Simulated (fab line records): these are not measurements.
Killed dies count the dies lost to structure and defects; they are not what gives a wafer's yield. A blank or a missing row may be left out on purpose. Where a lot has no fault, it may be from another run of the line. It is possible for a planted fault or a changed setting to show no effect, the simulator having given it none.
Split-lot study + flow n5-finfet + on a route of 1938 steps: 7 lots, 21 wafers read

== ON THE SPLIT ==
At N5_DUMMY_GATE_EXPOSE_12 (exposes mask GATE, target cd 25 nm), the setting dose-mj was moved away from the recipe's 34 on 10 of the 21 wafers read, by -5.2% to +5.4%. For the rest of the wafers, this setting stayed at what the recipe calls for.

== FROM THE SPLIT TO THE READING: what the file shows between them, 2 steps ==
- N5_DUMMY_GATE_PEB_13: peb time 60 s
- N5_DUMMY_GATE_DEVELOP_14: develop time 30 s

== THE READING ==
At N5_DUMMY_GATE_CD_MEAS_15: cd-nm in nanometres, against a target cd of 25.8 nm. A value of 25.00 nm with a standard deviation of 0.23 nm is what fault-free wafers of this fab line usually give.

| wafer  | tool, chamber at the split | dose-mj as run | against the recipe | cd-nm, nm | against lot-mates on the recipe |
|--------|----------------------------|----------------|--------------------|-----------|---------------------------------|
| L074.2 | euv-scanner-01, 0          | 35.13          | +3.3%              | 24.47     | -0.35                           |
| L074.3 | euv-scanner-01, 0          | 34             | recipe             | 24.82     | -                               |
| L074.4 | euv-scanner-01, 0          | 35.13          | +3.3%              | 24.13     | -0.69                           |
| L078.2 | euv-scanner-01, 0          | 34             | recipe             | 25.40     | -                               |
| L078.3 | euv-scanner-01, 0          | 32.24          | -5.2%              | 26.07     | +0.67                           |
| L078.5 | euv-scanner-01, 0          | 32.24          | -5.2%              | 26.28     | +0.88                           |
| L081.1 | euv-scanner-02, 0          | 35.84          | +5.4%              | 23.96     | -1.03                           |
| L081.3 | euv-scanner-02, 0          | 35.84          | +5.4%              | 24.01     | -0.98                           |
| L081.4 | euv-scanner-02, 0          | 34             | recipe             | 24.99     | -                               |
| L084.1 | euv-scanner-02, 0          | 34.97          | +2.9%              | 24.13     | -1.10                           |
| L084.2 | euv-scanner-02, 0          | 34.97          | +2.9%              | 24.49     | -0.74                           |
| L084.6 | euv-scanner-02, 0          | 34             | recipe             | 25.23     | -                               |
| L089.2 | euv-scanner-01, 0          | 34             | recipe             | 25.03     | -                               |
| L089.4 | euv-scanner-01, 0          | 34             | recipe             | 24.94     | -                               |
| L089.6 | euv-scanner-01, 0          | 35.81          | +5.3%              | 24.28     | -0.70                           |
| L091.2 | euv-scanner-02, 0          | 34             | recipe             | 25.32     | -                               |
| L091.3 | euv-scanner-02, 0          | 32.74          | -3.7%              | 25.68     | +0.62                           |
| L091.5 | euv-scanner-02, 0          | 34             | recipe             | 24.81     | -                               |
| L097.1 | euv-scanner-01, 0          | 34             | recipe             | 25.18     | -                               |
| L097.4 | euv-scanner-01, 0          | 34             | recipe             | 24.91     | -                               |
| L097.5 | euv-scanner-01, 0          | 34             | recipe             | 24.86     | -                               |

THE FIT
A straight line over all 21 wafers: cd-nm changes by -0.201 nm for each +1% of dose-mj; r = -0.95; the points scatter about the line by 0.2 nm.
The same after taking each lot's own level away (the mean of its wafers on the recipe; 21 wafers): -0.171 nm for each +1%; r = -0.94; scatter 0.2 nm.
That fit puts the effect of the largest move of dose-mj on the reading at 0.93 nm.
The span of the lots' own levels, 24.820 to 25.400 nm, comes to 2.5 times the standard deviation stated above.
In other words, the slope is changed by the lot-to-lot level; the two fits disagree.
Check: with one of the wafers moved furthest among these (+5.4%) left out of the fit, the line predicts -0.96 nm for it against its lot-mates. It came out at -1.03 nm against them.

== THE WHOLE CHAIN: every reading that the file lists as answering this split, in the file's order ==
| step                     | what it does                                                   | reading                                                           | change (the file's fit)               | r (the file's) |
|--------------------------|----------------------------------------------------------------|-------------------------------------------------------------------|---------------------------------------|----------------|
| N5_DUMMY_GATE_CD_MEAS_15 | target cd 25.8 nm                                              | cd-nm                                                             | -0.169 nm for each +1% of the setting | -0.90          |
| N5_DUMMY_GATE_TRIM_49    | chemistry O2, time 29 s, target cd 14 nm                       | DUMMY_GATE.cd-nm (the simulator's own value, which no gauge read) | -0.221 nm for each +1% of the setting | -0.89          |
| N5_DUMMY_GATE_ETCH_44    | etches poly-Si in HBr/O2, stops on SiO2, target depth 127.5 nm | DUMMY_GATE.cd-nm (the simulator's own value, which no gauge read) | -0.211 nm for each +1% of the setting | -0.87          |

== THE FILE'S OWN FIT ==
cd-nm changes by -0.169 nm for each +1% of dose-mj, r = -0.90.
